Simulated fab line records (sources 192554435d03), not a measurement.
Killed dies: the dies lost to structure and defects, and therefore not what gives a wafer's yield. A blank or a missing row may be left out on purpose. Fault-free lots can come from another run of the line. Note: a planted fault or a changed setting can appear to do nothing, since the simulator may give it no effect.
fab line records / flow n5-finfet / part 2 of 2: steps 5 to 6 of 6
record: lots: 22 wafers: 66 last-day: 19
route steps=1938 shown BEOL_M9@1458 BEOL_M10@1471
lots with no fault: from the same line, run without faults
start-h: start of the lot's first displayed wafer, in hours after the record's first day / wait-h: time in hours since the lot's previous step / " identical to the entry in the row above / L1.1+2: a single row standing in for several wafers / - either no value or no given start / * or withheld: withheld / < > ~ a bound
route shown NAME@n: a module of which the file shows steps, and the number in the route of the first / usual: the fault-free wafers' mean and standard deviation / same: alike in all rows / chamber/n: place in a boat / sites: each site's reading / _std_site: the standard deviation of these / _edge_site: outer sites' mean less inner sites' / radius-mm: for every site, how far away it sits from the centre of the wafer / mask NAME#n: copy n / behind: the most recent tool/chamber to have shaped the wafer / hold: cause of the lot's hold/its duration in hours/its outcome / device: the n, p or np transistor that did not switch / end of line: tests run on the same wafers once the route is complete / where a step has no rows: the recipe by itself / killed: dies that structure and defects cost at the first sort, which is not the same as the wafer's yield / map: the dies of a wafer, with x for killed, . for not killed, _ for no die there
set.NAME: the run value of the setting; set.NAME@STEP: its run value at that earlier step / model.NAME: the simulator's own value behind a step, which no gauge read
the route's steps for a sample of lots (tables are steps, rows are wafers)
services: the hour from which a tool's chamber was out of use, counted from the record's first day as start-h (under 0 if before that day), plus the number of hours and why
== steps ==
step: N5_BEOL_M10_CD_MEAS_18
recipe: pitch-nm: 140 target-cd-nm: 70
usual: cd-nm: 70.3/0.63
lot.wafer=L074.1 tool=cd-sem-02 chamber=- start-h=209.78 wait-h=0.0 cd-nm=69.4
lot.wafer=L074.3 tool=cd-sem-02 chamber=- start-h=209.78 wait-h=0.0 cd-nm=69.9
lot.wafer=L074.5 tool=cd-sem-02 chamber=- start-h=209.78 wait-h=0.0 cd-nm=70.8
lot.wafer=L076.3 tool=cd-sem-02 chamber=- start-h=216.98 wait-h=0.1 cd-nm=71.5
lot.wafer=L076.4 tool=cd-sem-02 chamber=- start-h=216.98 wait-h=0.1 cd-nm=70.5
lot.wafer=L076.6 tool=cd-sem-02 chamber=- start-h=216.98 wait-h=0.1 cd-nm=69.9
lot.wafer=L075.2 tool=cd-sem-03 chamber=- start-h=218.16 wait-h=0.1 cd-nm=70.7
lot.wafer=L075.4 tool=cd-sem-03 chamber=- start-h=218.16 wait-h=0.1 cd-nm=69.6
lot.wafer=L075.5 tool=cd-sem-03 chamber=- start-h=218.16 wait-h=0.1 cd-nm=69.7
lot.wafer=L077.2 tool=cd-sem-01 chamber=- start-h=223.66 wait-h=0.1 cd-nm=69.4
lot.wafer=L077.4 tool=cd-sem-01 chamber=- start-h=223.66 wait-h=0.1 cd-nm=69.6
lot.wafer=L077.5 tool=cd-sem-01 chamber=- start-h=223.66 wait-h=0.1 cd-nm=69.2
lot.wafer=L078.1 tool=cd-sem-02 chamber=- start-h=225.87 wait-h=0.0 cd-nm=69.9
lot.wafer=L078.3 tool=cd-sem-02 chamber=- start-h=225.87 wait-h=0.0 cd-nm=71.6
lot.wafer=L078.5 tool=cd-sem-02 chamber=- start-h=225.87 wait-h=0.0 cd-nm=71.1
lot.wafer=L079.1 tool=cd-sem-02 chamber=- start-h=230.48 wait-h=0.0 cd-nm=71.1
lot.wafer=L079.2 tool=cd-sem-02 chamber=- start-h=230.48 wait-h=0.0 cd-nm=70.5
lot.wafer=L079.6 tool=cd-sem-02 chamber=- start-h=230.48 wait-h=0.0 cd-nm=71.1
lot.wafer=L080.2 tool=cd-sem-02 chamber=- start-h=232.70 wait-h=0.1 cd-nm=70.3
lot.wafer=L080.3 tool=cd-sem-02 chamber=- start-h=232.70 wait-h=0.1 cd-nm=70.4
lot.wafer=L080.4 tool=cd-sem-02 chamber=- start-h=232.70 wait-h=0.1 cd-nm=69.1
lot.wafer=L082.2 tool=cd-sem-03 chamber=- start-h=236.16 wait-h=0.1 cd-nm=71.0
lot.wafer=L082.3 tool=cd-sem-03 chamber=- start-h=236.16 wait-h=0.1 cd-nm=70.7
lot.wafer=L082.4 tool=cd-sem-03 chamber=- start-h=236.16 wait-h=0.1 cd-nm=70.7
lot.wafer=L081.2 tool=cd-sem-03 chamber=- start-h=241.01 wait-h=0.1 cd-nm=71.1
lot.wafer=L081.3 tool=cd-sem-03 chamber=- start-h=241.01 wait-h=0.1 cd-nm=71.3
lot.wafer=L081.5 tool=cd-sem-03 chamber=- start-h=241.01 wait-h=0.1 cd-nm=71.0
lot.wafer=L083.1 tool=cd-sem-01 chamber=- start-h=242.42 wait-h=0.0 cd-nm=70.1
lot.wafer=L083.2 tool=cd-sem-01 chamber=- start-h=242.42 wait-h=0.0 cd-nm=70.6
lot.wafer=L083.4 tool=cd-sem-01 chamber=- start-h=242.42 wait-h=0.0 cd-nm=70.3
lot.wafer=L084.1 tool=cd-sem-03 chamber=- start-h=249.21 wait-h=0.1 cd-nm=72.0
lot.wafer=L084.2 tool=cd-sem-03 chamber=- start-h=249.21 wait-h=0.1 cd-nm=69.5
lot.wafer=L084.4 tool=cd-sem-03 chamber=- start-h=249.21 wait-h=0.1 cd-nm=69.8
lot.wafer=L088.2 tool=cd-sem-03 chamber=- start-h=329.76 wait-h=0.1 cd-nm=70.5
lot.wafer=L088.3 tool=cd-sem-03 chamber=- start-h=329.76 wait-h=0.1 cd-nm=71.2
lot.wafer=L088.5 tool=cd-sem-03 chamber=- start-h=329.76 wait-h=0.1 cd-nm=70.9
lot.wafer=L095.2 tool=cd-sem-03 chamber=- start-h=343.47 wait-h=0.1 cd-nm=69.8
lot.wafer=L095.5 tool=cd-sem-03 chamber=- start-h=343.47 wait-h=0.1 cd-nm=69.7
lot.wafer=L095.6 tool=cd-sem-03 chamber=- start-h=343.47 wait-h=0.1 cd-nm=70.2
lot.wafer=L094.3 tool=cd-sem-01 chamber=- start-h=343.79 wait-h=0.1 cd-nm=70.0
lot.wafer=L094.4 tool=cd-sem-01 chamber=- start-h=343.79 wait-h=0.1 cd-nm=70.9
lot.wafer=L094.5 tool=cd-sem-01 chamber=- start-h=343.79 wait-h=0.1 cd-nm=70.8
lot.wafer=L085.2 tool=cd-sem-01 chamber=- start-h=344.08 wait-h=0.1 cd-nm=69.6
lot.wafer=L085.4 tool=cd-sem-01 chamber=- start-h=344.08 wait-h=0.1 cd-nm=69.5
lot.wafer=L085.6 tool=cd-sem-01 chamber=- start-h=344.08 wait-h=0.1 cd-nm=69.7
lot.wafer=L089.3 tool=cd-sem-03 chamber=- start-h=353.83 wait-h=0.1 cd-nm=71.4
lot.wafer=L089.5 tool=cd-sem-03 chamber=- start-h=353.83 wait-h=0.1 cd-nm=70.2
lot.wafer=L089.6 tool=cd-sem-03 chamber=- start-h=353.83 wait-h=0.1 cd-nm=71.3
lot.wafer=L091.1 tool=cd-sem-01 chamber=- start-h=361.81 wait-h=0.0 cd-nm=70.1
lot.wafer=L091.2 tool=cd-sem-01 chamber=- start-h=361.81 wait-h=0.0 cd-nm=69.4
lot.wafer=L091.3 tool=cd-sem-01 chamber=- start-h=361.81 wait-h=0.0 cd-nm=69.9
lot.wafer=L093.2 tool=cd-sem-03 chamber=- start-h=374.96 wait-h=0.1 cd-nm=70.1
lot.wafer=L093.3 tool=cd-sem-03 chamber=- start-h=374.96 wait-h=0.1 cd-nm=69.6
lot.wafer=L093.6 tool=cd-sem-03 chamber=- start-h=374.96 wait-h=0.1 cd-nm=70.2
lot.wafer=L087.1 tool=cd-sem-02 chamber=- start-h=375.32 wait-h=0.0 cd-nm=70.7
lot.wafer=L087.2 tool=cd-sem-02 chamber=- start-h=375.32 wait-h=0.0 cd-nm=71.2
lot.wafer=L087.3 tool=cd-sem-02 chamber=- start-h=375.32 wait-h=0.0 cd-nm=70.0
lot.wafer=L096.1 tool=cd-sem-03 chamber=- start-h=378.57 wait-h=0.0 cd-nm=69.4
lot.wafer=L096.4 tool=cd-sem-03 chamber=- start-h=378.57 wait-h=0.0 cd-nm=69.3
lot.wafer=L096.5 tool=cd-sem-03 chamber=- start-h=378.57 wait-h=0.0 cd-nm=69.1
lot.wafer=L086.3 tool=cd-sem-01 chamber=- start-h=386.92 wait-h=0.1 cd-nm=69.9
lot.wafer=L086.4 tool=cd-sem-01 chamber=- start-h=386.92 wait-h=0.1 cd-nm=70.2
lot.wafer=L086.5 tool=cd-sem-01 chamber=- start-h=386.92 wait-h=0.1 cd-nm=70.6
lot.wafer=L097.1 tool=cd-sem-01 chamber=- start-h=387.02 wait-h=0.0 cd-nm=70.0
lot.wafer=L097.3 tool=cd-sem-01 chamber=- start-h=387.02 wait-h=0.0 cd-nm=70.6
lot.wafer=L097.6 tool=cd-sem-01 chamber=- start-h=387.02 wait-h=0.0 cd-nm=69.6
step: N5_BEOL_M10_STRIP_36
recipe: chemistry: N2/H2 power-w: 450 temp-c: 40 pressure-mtorr: 20 rf-frequency-hz: 6e+07 overash-fraction: 0.3 bias-power-w: 7 h2-frac: 0.5 n2-flow-sccm: 200 h2-flow-sccm: 200
usual: drypump-motor-current-A: 5.9/0.44 oes-product-au: 0.81/0.073 rf-vpp-V: 59.3/1.8 showerhead-plenum-p-Torr: 2.55/0.094 throttle-valve-pct: 23.59/0.3
lot.wafer=L074.1 tool=rie-diel-02 chamber=1 start-h=210.55 wait-h=0.0 drypump-motor-current-A=6.2 oes-product-au=0.88 rf-hours-counter-h=23 rf-vpp-V=62.9 showerhead-plenum-p-Torr=2.71 throttle-valve-pct=23.54
lot.wafer=L074.3 tool=rie-diel-02 chamber=3 start-h=210.55 wait-h=0.0 drypump-motor-current-A=6.4 oes-product-au=0.88 rf-hours-counter-h=50 rf-vpp-V=60.1 showerhead-plenum-p-Torr=2.60 throttle-valve-pct=23.97
lot.wafer=L074.5 tool=rie-diel-02 chamber=2 start-h=210.55 wait-h=0.0 drypump-motor-current-A=6.0 oes-product-au=0.77 rf-hours-counter-h=- rf-vpp-V=58.8 showerhead-plenum-p-Torr=2.64 throttle-valve-pct=23.47
lot.wafer=L076.3 tool=rie-diel-03 chamber=2 start-h=217.75 wait-h=0.0 drypump-motor-current-A=5.1 oes-product-au=0.72 rf-hours-counter-h=215 rf-vpp-V=57.8 showerhead-plenum-p-Torr=2.53 throttle-valve-pct=24.00
lot.wafer=L076.4 tool=rie-diel-03 chamber=3 start-h=217.75 wait-h=0.0 drypump-motor-current-A=5.5 oes-product-au=0.83 rf-hours-counter-h=- rf-vpp-V=61.3 showerhead-plenum-p-Torr=2.69 throttle-valve-pct=23.46
lot.wafer=L076.6 tool=rie-diel-03 chamber=2 start-h=217.75 wait-h=0.0 drypump-motor-current-A=5.1 oes-product-au=0.68 rf-hours-counter-h=- rf-vpp-V=58.7 showerhead-plenum-p-Torr=2.53 throttle-valve-pct=24.01
lot.wafer=L075.2 tool=rie-diel-04 chamber=1 start-h=218.93 wait-h=0.0 drypump-motor-current-A=6.3 oes-product-au=0.88 rf-hours-counter-h=54 rf-vpp-V=58.8 showerhead-plenum-p-Torr=2.58 throttle-valve-pct=23.44
lot.wafer=L075.4 tool=rie-diel-04 chamber=0 start-h=218.93 wait-h=0.0 drypump-motor-current-A=6.3 oes-product-au=0.93 rf-hours-counter-h=24 rf-vpp-V=58.0 showerhead-plenum-p-Torr=2.47 throttle-valve-pct=23.20
lot.wafer=L075.5 tool=rie-diel-04 chamber=3 start-h=218.93 wait-h=0.0 drypump-motor-current-A=5.3 oes-product-au=0.87 rf-hours-counter-h=- rf-vpp-V=59.3 showerhead-plenum-p-Torr=2.47 throttle-valve-pct=23.06
lot.wafer=L077.2 tool=rie-diel-04 chamber=1 start-h=224.31 wait-h=0.0 drypump-motor-current-A=6.3 oes-product-au=0.87 rf-hours-counter-h=56 rf-vpp-V=57.6 showerhead-plenum-p-Torr=2.58 throttle-valve-pct=23.46
lot.wafer=L077.4 tool=rie-diel-04 chamber=2 start-h=224.31 wait-h=0.0 drypump-motor-current-A=6.3 oes-product-au=0.72 rf-hours-counter-h=218 rf-vpp-V=58.6 showerhead-plenum-p-Torr=2.40 throttle-valve-pct=23.93
lot.wafer=L077.5 tool=rie-diel-04 chamber=2 start-h=224.31 wait-h=0.0 drypump-motor-current-A=6.3 oes-product-au=0.71 rf-hours-counter-h=- rf-vpp-V=57.1 showerhead-plenum-p-Torr=2.40 throttle-valve-pct=23.93
lot.wafer=L078.1 tool=rie-diel-03 chamber=2 start-h=227.03 wait-h=0.0 drypump-motor-current-A=5.1 oes-product-au=0.69 rf-hours-counter-h=220 rf-vpp-V=59.2 showerhead-plenum-p-Torr=2.53 throttle-valve-pct=24.01
lot.wafer=L078.3 tool=rie-diel-03 chamber=1 start-h=227.03 wait-h=0.0 drypump-motor-current-A=5.9 oes-product-au=0.82 rf-hours-counter-h=76 rf-vpp-V=58.8 showerhead-plenum-p-Torr=2.55 throttle-valve-pct=23.57
lot.wafer=L078.5 tool=rie-diel-03 chamber=1 start-h=227.03 wait-h=0.0 drypump-motor-current-A=5.9 oes-product-au=0.82 rf-hours-counter-h=- rf-vpp-V=62.9 showerhead-plenum-p-Torr=2.55 throttle-valve-pct=23.55
lot.wafer=L079.1 tool=rie-diel-04 chamber=3 start-h=231.25 wait-h=0.0 drypump-motor-current-A=5.3 oes-product-au=0.87 rf-hours-counter-h=49 rf-vpp-V=58.4 showerhead-plenum-p-Torr=2.47 throttle-valve-pct=23.12
lot.wafer=L079.2 tool=rie-diel-04 chamber=2 start-h=231.25 wait-h=0.0 drypump-motor-current-A=6.3 oes-product-au=0.71 rf-hours-counter-h=221 rf-vpp-V=57.5 showerhead-plenum-p-Torr=2.40 throttle-valve-pct=23.91
lot.wafer=L079.6 tool=rie-diel-04 chamber=3 start-h=231.25 wait-h=0.0 drypump-motor-current-A=5.3 oes-product-au=0.86 rf-hours-counter-h=- rf-vpp-V=62.2 showerhead-plenum-p-Torr=2.47 throttle-valve-pct=23.11
lot.wafer=L080.2 tool=rie-diel-04 chamber=2 start-h=234.90 wait-h=0.0 drypump-motor-current-A=6.4 oes-product-au=0.70 rf-hours-counter-h=222 rf-vpp-V=61.1 showerhead-plenum-p-Torr=2.40 throttle-valve-pct=23.97
lot.wafer=L080.3 tool=rie-diel-04 chamber=3 start-h=234.90 wait-h=0.0 drypump-motor-current-A=5.4 oes-product-au=0.87 rf-hours-counter-h=50 rf-vpp-V=60.8 showerhead-plenum-p-Torr=2.47 throttle-valve-pct=23.12
lot.wafer=L080.4 tool=rie-diel-04 chamber=1 start-h=234.90 wait-h=0.0 drypump-motor-current-A=6.3 oes-product-au=0.88 rf-hours-counter-h=60 rf-vpp-V=58.9 showerhead-plenum-p-Torr=2.58 throttle-valve-pct=23.46
lot.wafer=L082.2 tool=rie-diel-03 chamber=3 start-h=237.21 wait-h=0.0 drypump-motor-current-A=5.4 oes-product-au=0.81 rf-hours-counter-h=71 rf-vpp-V=59.5 showerhead-plenum-p-Torr=2.69 throttle-valve-pct=23.45
lot.wafer=L082.3 tool=rie-diel-03 chamber=2 start-h=237.21 wait-h=0.0 drypump-motor-current-A=5.1 oes-product-au=0.70 rf-hours-counter-h=224 rf-vpp-V=61.6 showerhead-plenum-p-Torr=2.52 throttle-valve-pct=24.02
lot.wafer=L082.4 tool=rie-diel-03 chamber=2 start-h=237.21 wait-h=0.0 drypump-motor-current-A=5.1 oes-product-au=0.68 rf-hours-counter-h=- rf-vpp-V=56.6 showerhead-plenum-p-Torr=2.53 throttle-valve-pct=24.03
lot.wafer=L081.2 tool=rie-diel-04 chamber=0 start-h=242.11 wait-h=0.0 drypump-motor-current-A=6.3 oes-product-au=0.90 rf-hours-counter-h=34 rf-vpp-V=58.7 showerhead-plenum-p-Torr=2.47 throttle-valve-pct=23.18
lot.wafer=L081.3 tool=rie-diel-04 chamber=1 start-h=242.11 wait-h=0.0 drypump-motor-current-A=6.3 oes-product-au=0.87 rf-hours-counter-h=63 rf-vpp-V=63.8 showerhead-plenum-p-Torr=2.57 throttle-valve-pct=23.49
lot.wafer=L081.5 tool=rie-diel-04 chamber=1 start-h=242.11 wait-h=0.0 drypump-motor-current-A=6.3 oes-product-au=0.86 rf-hours-counter-h=- rf-vpp-V=62.3 showerhead-plenum-p-Torr=2.57 throttle-valve-pct=23.48
lot.wafer=L083.1 tool=rie-diel-03 chamber=2 start-h=243.78 wait-h=0.0 drypump-motor-current-A=5.1 oes-product-au=0.68 rf-hours-counter-h=227 rf-vpp-V=59.6 showerhead-plenum-p-Torr=2.52 throttle-valve-pct=24.03
lot.wafer=L083.2 tool=rie-diel-03 chamber=3 start-h=243.78 wait-h=0.0 drypump-motor-current-A=5.4 oes-product-au=0.80 rf-hours-counter-h=73 rf-vpp-V=58.7 showerhead-plenum-p-Torr=2.68 throttle-valve-pct=23.47
lot.wafer=L083.4 tool=rie-diel-03 chamber=1 start-h=243.78 wait-h=0.0 drypump-motor-current-A=5.9 oes-product-au=0.81 rf-hours-counter-h=- rf-vpp-V=61.8 showerhead-plenum-p-Torr=2.55 throttle-valve-pct=23.54
lot.wafer=L084.1 tool=rie-diel-02 chamber=2 start-h=249.87 wait-h=0.0 drypump-motor-current-A=6.0 oes-product-au=0.75 rf-hours-counter-h=160 rf-vpp-V=61.2 showerhead-plenum-p-Torr=2.64 throttle-valve-pct=23.47
lot.wafer=L084.2 tool=rie-diel-02 chamber=0 start-h=249.87 wait-h=0.0 drypump-motor-current-A=6.4 oes-product-au=0.71 rf-hours-counter-h=215 rf-vpp-V=61.7 showerhead-plenum-p-Torr=2.41 throttle-valve-pct=24.02
lot.wafer=L084.4 tool=rie-diel-02 chamber=1 start-h=249.87 wait-h=0.0 drypump-motor-current-A=6.2 oes-product-au=0.86 rf-hours-counter-h=39 rf-vpp-V=58.7 showerhead-plenum-p-Torr=2.71 throttle-valve-pct=23.55
lot.wafer=L088.2 tool=rie-diel-03 chamber=1 start-h=330.56 wait-h=0.0 drypump-motor-current-A=5.9 oes-product-au=0.79 rf-hours-counter-h=112 rf-vpp-V=55.6 showerhead-plenum-p-Torr=2.54 throttle-valve-pct=23.59
lot.wafer=L088.3 tool=rie-diel-03 chamber=3 start-h=330.56 wait-h=0.0 drypump-motor-current-A=5.5 oes-product-au=0.78 rf-hours-counter-h=100 rf-vpp-V=58.7 showerhead-plenum-p-Torr=2.67 throttle-valve-pct=23.48
lot.wafer=L088.5 tool=rie-diel-03 chamber=0 start-h=330.56 wait-h=0.0 drypump-motor-current-A=5.6 oes-product-au=0.94 rf-hours-counter-h=- rf-vpp-V=61.6 showerhead-plenum-p-Torr=2.68 throttle-valve-pct=23.50
lot.wafer=L095.2 tool=rie-diel-02 chamber=1 start-h=344.22 wait-h=0.0 drypump-motor-current-A=6.2 oes-product-au=0.82 rf-hours-counter-h=66 rf-vpp-V=58.7 showerhead-plenum-p-Torr=2.70 throttle-valve-pct=23.59
lot.wafer=L095.5 tool=rie-diel-02 chamber=3 start-h=344.22 wait-h=0.0 drypump-motor-current-A=6.3 oes-product-au=0.82 rf-hours-counter-h=- rf-vpp-V=61.2 showerhead-plenum-p-Torr=2.58 throttle-valve-pct=24.06
lot.wafer=L095.6 tool=rie-diel-02 chamber=0 start-h=344.22 wait-h=0.0 drypump-motor-current-A=6.4 oes-product-au=0.68 rf-hours-counter-h=- rf-vpp-V=57.8 showerhead-plenum-p-Torr=2.40 throttle-valve-pct=23.97
lot.wafer=L094.3 tool=rie-diel-04 chamber=1 start-h=344.98 wait-h=0.0 drypump-motor-current-A=6.3 oes-product-au=0.84 rf-hours-counter-h=93 rf-vpp-V=58.9 showerhead-plenum-p-Torr=2.56 throttle-valve-pct=23.49
lot.wafer=L094.4 tool=rie-diel-04 chamber=1 start-h=344.98 wait-h=0.0 drypump-motor-current-A=6.3 oes-product-au=0.83 rf-hours-counter-h=- rf-vpp-V=58.0 showerhead-plenum-p-Torr=2.56 throttle-valve-pct=23.53
lot.wafer=L094.5 tool=rie-diel-04 chamber=3 start-h=344.98 wait-h=0.0 drypump-motor-current-A=5.3 oes-product-au=0.83 rf-hours-counter-h=- rf-vpp-V=64.4 showerhead-plenum-p-Torr=2.45 throttle-valve-pct=23.18
lot.wafer=L085.2 tool=rie-diel-04 chamber=1 start-h=345.44 wait-h=0.0 drypump-motor-current-A=6.3 oes-product-au=0.82 rf-hours-counter-h=93 rf-vpp-V=59.6 showerhead-plenum-p-Torr=2.56 throttle-valve-pct=23.52
lot.wafer=L085.4 tool=rie-diel-04 chamber=1 start-h=345.44 wait-h=0.0 drypump-motor-current-A=6.3 oes-product-au=0.82 rf-hours-counter-h=- rf-vpp-V=58.6 showerhead-plenum-p-Torr=2.56 throttle-valve-pct=23.50
lot.wafer=L085.6 tool=rie-diel-04 chamber=3 start-h=345.44 wait-h=0.0 drypump-motor-current-A=5.3 oes-product-au=0.81 rf-hours-counter-h=- rf-vpp-V=57.7 showerhead-plenum-p-Torr=2.45 throttle-valve-pct=23.15
lot.wafer=L089.3 tool=rie-diel-02 chamber=3 start-h=356.68 wait-h=0.0 drypump-motor-current-A=6.4 oes-product-au=0.82 rf-hours-counter-h=99 rf-vpp-V=60.4 showerhead-plenum-p-Torr=2.57 throttle-valve-pct=24.04
lot.wafer=L089.5 tool=rie-diel-02 chamber=2 start-h=356.68 wait-h=0.0 drypump-motor-current-A=6.0 oes-product-au=0.73 rf-hours-counter-h=- rf-vpp-V=55.8 showerhead-plenum-p-Torr=2.62 throttle-valve-pct=23.47
lot.wafer=L089.6 tool=rie-diel-02 chamber=3 start-h=356.68 wait-h=0.0 drypump-motor-current-A=6.3 oes-product-au=0.82 rf-hours-counter-h=- rf-vpp-V=57.7 showerhead-plenum-p-Torr=2.57 throttle-valve-pct=24.03
lot.wafer=L091.1 tool=rie-diel-04 chamber=2 start-h=365.39 wait-h=0.0 drypump-motor-current-A=6.3 oes-product-au=0.97 rf-hours-counter-h=2 rf-vpp-V=62.5 showerhead-plenum-p-Torr=2.71 throttle-valve-pct=23.73
lot.wafer=L091.2 tool=rie-diel-04 chamber=3 start-h=365.39 wait-h=0.0 drypump-motor-current-A=5.3 oes-product-au=0.82 rf-hours-counter-h=88 rf-vpp-V=58.2 showerhead-plenum-p-Torr=2.45 throttle-valve-pct=23.17
lot.wafer=L091.3 tool=rie-diel-04 chamber=0 start-h=365.39 wait-h=0.0 drypump-motor-current-A=6.3 oes-product-au=0.87 rf-hours-counter-h=66 rf-vpp-V=57.1 showerhead-plenum-p-Torr=2.46 throttle-valve-pct=23.22
lot.wafer=L093.2 tool=rie-diel-03 chamber=2 start-h=377.58 wait-h=0.0 drypump-motor-current-A=5.1 oes-product-au=0.92 rf-hours-counter-h=14 rf-vpp-V=56.8 showerhead-plenum-p-Torr=2.51 throttle-valve-pct=23.84
lot.wafer=L093.3 tool=rie-diel-03 chamber=0 start-h=377.58 wait-h=0.0 drypump-motor-current-A=5.7 oes-product-au=0.92 rf-hours-counter-h=40 rf-vpp-V=55.2 showerhead-plenum-p-Torr=2.68 throttle-valve-pct=23.51
lot.wafer=L093.6 tool=rie-diel-03 chamber=2 start-h=377.58 wait-h=0.0 drypump-motor-current-A=5.1 oes-product-au=0.93 rf-hours-counter-h=- rf-vpp-V=57.6 showerhead-plenum-p-Torr=2.51 throttle-valve-pct=23.83
lot.wafer=L087.1 tool=rie-diel-02 chamber=1 start-h=377.85 wait-h=0.0 drypump-motor-current-A=6.2 oes-product-au=0.83 rf-hours-counter-h=80 rf-vpp-V=60.7 showerhead-plenum-p-Torr=2.69 throttle-valve-pct=23.64
lot.wafer=L087.2 tool=rie-diel-02 chamber=3 start-h=377.85 wait-h=0.0 drypump-motor-current-A=6.3 oes-product-au=0.82 rf-hours-counter-h=109 rf-vpp-V=60.8 showerhead-plenum-p-Torr=2.57 throttle-valve-pct=24.08
lot.wafer=L087.3 tool=rie-diel-02 chamber=2 start-h=377.85 wait-h=0.0 drypump-motor-current-A=6.0 oes-product-au=0.73 rf-hours-counter-h=202 rf-vpp-V=58.2 showerhead-plenum-p-Torr=2.62 throttle-valve-pct=23.53
lot.wafer=L096.1 tool=rie-diel-03 chamber=0 start-h=379.51 wait-h=0.0 drypump-motor-current-A=5.7 oes-product-au=0.90 rf-hours-counter-h=41 rf-vpp-V=58.4 showerhead-plenum-p-Torr=2.68 throttle-valve-pct=23.52
lot.wafer=L096.4 tool=rie-diel-03 chamber=1 start-h=379.51 wait-h=0.0 drypump-motor-current-A=5.9 oes-product-au=0.75 rf-hours-counter-h=- rf-vpp-V=61.8 showerhead-plenum-p-Torr=2.53 throttle-valve-pct=23.63
lot.wafer=L096.5 tool=rie-diel-03 chamber=0 start-h=379.51 wait-h=0.0 drypump-motor-current-A=5.7 oes-product-au=0.90 rf-hours-counter-h=- rf-vpp-V=60.7 showerhead-plenum-p-Torr=2.68 throttle-valve-pct=23.54
lot.wafer=L086.3 tool=rie-diel-04 chamber=1 start-h=389.29 wait-h=0.0 drypump-motor-current-A=6.3 oes-product-au=0.83 rf-hours-counter-h=106 rf-vpp-V=61.3 showerhead-plenum-p-Torr=2.56 throttle-valve-pct=23.52
lot.wafer=L086.4 tool=rie-diel-04 chamber=2 start-h=389.29 wait-h=0.0 drypump-motor-current-A=6.3 oes-product-au=0.94 rf-hours-counter-h=9 rf-vpp-V=58.4 showerhead-plenum-p-Torr=2.70 throttle-valve-pct=23.77
lot.wafer=L086.5 tool=rie-diel-04 chamber=0 start-h=389.29 wait-h=0.0 drypump-motor-current-A=6.3 oes-product-au=0.85 rf-hours-counter-h=- rf-vpp-V=58.8 showerhead-plenum-p-Torr=2.45 throttle-valve-pct=23.27
lot.wafer=L097.1 tool=rie-diel-03 chamber=0 start-h=390.26 wait-h=0.0 drypump-motor-current-A=5.6 oes-product-au=0.89 rf-hours-counter-h=44 rf-vpp-V=61.5 showerhead-plenum-p-Torr=2.68 throttle-valve-pct=23.54
lot.wafer=L097.3 tool=rie-diel-03 chamber=2 start-h=390.26 wait-h=0.0 drypump-motor-current-A=5.1 oes-product-au=0.90 rf-hours-counter-h=18 rf-vpp-V=58.3 showerhead-plenum-p-Torr=2.51 throttle-valve-pct=23.85
lot.wafer=L097.6 tool=rie-diel-03 chamber=2 start-h=390.26 wait-h=0.0 drypump-motor-current-A=5.1 oes-product-au=0.91 rf-hours-counter-h=- rf-vpp-V=56.1 showerhead-plenum-p-Torr=2.51 throttle-valve-pct=23.87
== services ==
tool=rie-diel-04 chamber=- start-h=181.13 hours=14.6 kind=pm
tool=ald-metal-02 chamber=0 start-h=184.41 hours=9.5 kind=repair
tool=rie-metal-03 chamber=1 start-h=192.54 hours=5.3 kind=repair
tool=rie-metal-03 chamber=- start-h=204.44 hours=0.5 kind=repair
tool=rie-metal-02 chamber=- start-h=205.98 hours=2.8 kind=pm
tool=rie-diel-03 chamber=0 start-h=229.05 hours=- kind=clean
tool=rie-diel-03 chamber=0 start-h=229.05 hours=- kind=consumable-replace:focus-ring
tool=ald-metal-01 chamber=- start-h=231.08 hours=2.8 kind=pm
tool=rie-metal-02 chamber=1 start-h=239.77 hours=14.1 kind=repair
tool=rie-diel-03 chamber=- start-h=246.82 hours=1.1 kind=repair
tool=uv-cure-03 chamber=- start-h=252.65 hours=0.8 kind=repair
tool=rie-metal-02 chamber=0 start-h=252.88 hours=2.0 kind=repair
tool=rie-diel-04 chamber=0 start-h=253.23 hours=8.6 kind=repair
tool=uv-cure-01 chamber=- start-h=272.32 hours=13.0 kind=repair
tool=rie-diel-04 chamber=- start-h=273.54 hours=1.3 kind=repair
tool=rie-metal-02 chamber=1 start-h=279.91 hours=1.1 kind=repair
tool=uv-cure-02 chamber=- start-h=287.62 hours=10.7 kind=repair
tool=uv-cure-01 chamber=- start-h=287.82 hours=0.8 kind=repair
tool=ald-metal-01 chamber=1 start-h=328.35 hours=30.4 kind=repair
tool=ald-metal-01 chamber=- start-h=337.25 hours=14.0 kind=pm
tool=rie-diel-03 chamber=3 start-h=380.63 hours=2.6 kind=repair
tool=rie-diel-04 chamber=2 start-h=381.35 hours=3.7 kind=repair
tool=ald-metal-01 chamber=2 start-h=381.89 hours=4.6 kind=repair
tool=rie-metal-02 chamber=- start-h=387.80 hours=0.4 kind=repair
